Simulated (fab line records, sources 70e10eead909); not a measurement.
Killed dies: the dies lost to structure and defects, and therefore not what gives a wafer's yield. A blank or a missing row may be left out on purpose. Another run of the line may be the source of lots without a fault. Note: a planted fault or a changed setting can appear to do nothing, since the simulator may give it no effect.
Struck lot and sound lot, side by side + flow nand_harc + 20 steps out of a route of 1302
Sound: wafers L511.2, L511.3, L511.5. Wafers struck: L525.1, L525.4, L525.5. The cause comes at the end.
Per side, at each step with rows, come the tool, then ch with its chambers, and then its first start. Under that, the readings that differ: sound wafers + struck wafers + difference of the means + sigmas: that difference in standard deviations of wafers without a fault.
alike: words and numbers the same on both sides, and readings whose means are apart by under 2 such deviations; not compared: readings that were withheld, readings missing a value for some wafer, numbers with overlapping values and no deviation given by the record, and bounds like >300 which may hide the same value.
Wherever a step has rows on one side only, a row that says differs or no value, or a row with sigmas, the two part there. Numbers that don't overlap but have no deviation are shown without sigmas and don't part them. Lack of a reading on every wafer of one side parts them only where that side has two or more wafers.

NHARC_A_M1_CD_MEAS_09 targets a cd of 120 nm.
  sound on cd_sem-01 ch 0, day 23 20:59; struck on cd_sem-01 ch 0, day 30 01:56
  alike: cd_nm
NHARC_A_M1_OVL_MEAS_10: pitch 240 nm.
  sound on overlay-01 at day 23 21:04; struck on overlay-01 at day 30 02:02
  alike: overlay_x_nm, overlay_y_nm
NHARC_A_M1_INSPECT_11:
  sound on defect_inspect-02 at day 23 21:07; struck on defect_inspect-02 at day 30 02:04
| reading          | sound    | struck      | difference | sigmas |
|------------------|----------|-------------|------------|--------|
| raw_defect_count | 22 21 23 | 139 115 115 | +101       | +3     |
NHARC_A_M1_DESCUM_14: chemistry O2, time 3 s.
  sound on rie_diel-05 ch 0,1, day 23 21:10; struck on rie_diel-01 ch 1,3, day 30 02:08
  alike: drypump_motor_current_A, oes_product_au, rf_vpp_V, showerhead_plenum_p_Torr, throttle_valve_pct
  not compared: rf_hours_counter_h
then, 1 step without rows for these wafers: NHARC_A_M1_ETCH_35 (etches the open film in N2/H2, target depth 40 nm, overetch 12 nm, time 43.94 s).
NHARC_A_M1_ETCH_15: etches the open film in C4F8/Ar, target depth 182.5 nm, time 91.2 s.
  sound on rie_diel-05 ch 0,1, day 23 21:26; struck on rie_diel-01 ch 0,1,3
  alike: oes_product_au, rf_vpp_V
  not compared: rf_hours_counter_h
NHARC_A_M1_CD_MEAS_16:
  sound on cd_sem-02 at day 23 21:37; struck on cd_sem-02 at day 30 02:26
  alike: cd_nm
then, 3 steps without rows for these wafers: NHARC_A_M1_STRIP_18 (strips in N2/H2); NHARC_A_M1_ETCH_28 (etches the open film in CF4/N2, target depth 30 nm, time 72.99 s); NHARC_A_M1_STRIP_19 (strips in post etch residue remover, time 600 s).
NHARC_A_M1_DEGAS_29: time 60 s.
  sound on pvd_sputter-01 at day 23 22:23; struck on pvd_sputter-01 at day 30 03:09
  alike: heater_power_w
NHARC_A_M1_PRE_CLEAN_30: time 30 s.
  sound on pvd_sputter-01; struck on pvd_sputter-01
  alike: heater_power_w
NHARC_A_M1_PVD_20: deposits TaN, target thk 5 nm, time 8.06 s.
  sound on pvd_sputter-01 at day 23 22:32; struck on pvd_sputter-01 at day 30 03:16
  alike: bias_v, substrate_temp_c, throttle_valve_pct
then, 2 steps without rows for these wafers: NHARC_A_M1_PVD_21 (deposits Cu, target thk 30 nm, time 20.49 s); NHARC_A_M1_ECD_22 (material Cu, target thk 400 nm).
NHARC_A_M1_ANNEAL_31: time 90 s.
  sound on rtp_anneal-01 ch 0, day 23 23:12; struck on rtp_anneal-02 ch 0, day 30 03:53
  alike: wafer_temp_C_max
then, 1 step without rows for these wafers: NHARC_A_M1_CMP_23 (polishes, t overpolish 20 s, target thk 154.34 nm).
NHARC_A_M1_THK_MEAS_24: measures by xrf.
  sound on film_metro-01 at day 23 23:49; struck on film_metro-02 at day 30 04:32
  alike: thk_nm
then, 1 step without rows for these wafers: NHARC_A_M1_SRD_25.
NHARC_END_SORT_01:
  sound on prober-02 ch 0, day 25 10:20; struck on prober-02 ch 0, day 31 20:44
| reading                  | sound          | struck         | difference | sigmas |
|--------------------------|----------------|----------------|------------|--------|
| defect_limited_yield (%) | 96.0 96.3 96.5 | 79.2 81.2 84.9 | -14.5      | -5     |
| killed_at_array          | 25 20 19       | 133 122 99     | +97        | +5     |
| killed_dies              | 27 25 24       | 141 127 102    | +98        | +5     |
  alike: killed_at_other, killed_at_periphery, killed_open, killed_short

== WHERE THEY PART ==
Earliest at NHARC_A_M1_INSPECT_11; latest, in this record, at NHARC_END_SORT_01.

WHY: the cause the simulator had injected
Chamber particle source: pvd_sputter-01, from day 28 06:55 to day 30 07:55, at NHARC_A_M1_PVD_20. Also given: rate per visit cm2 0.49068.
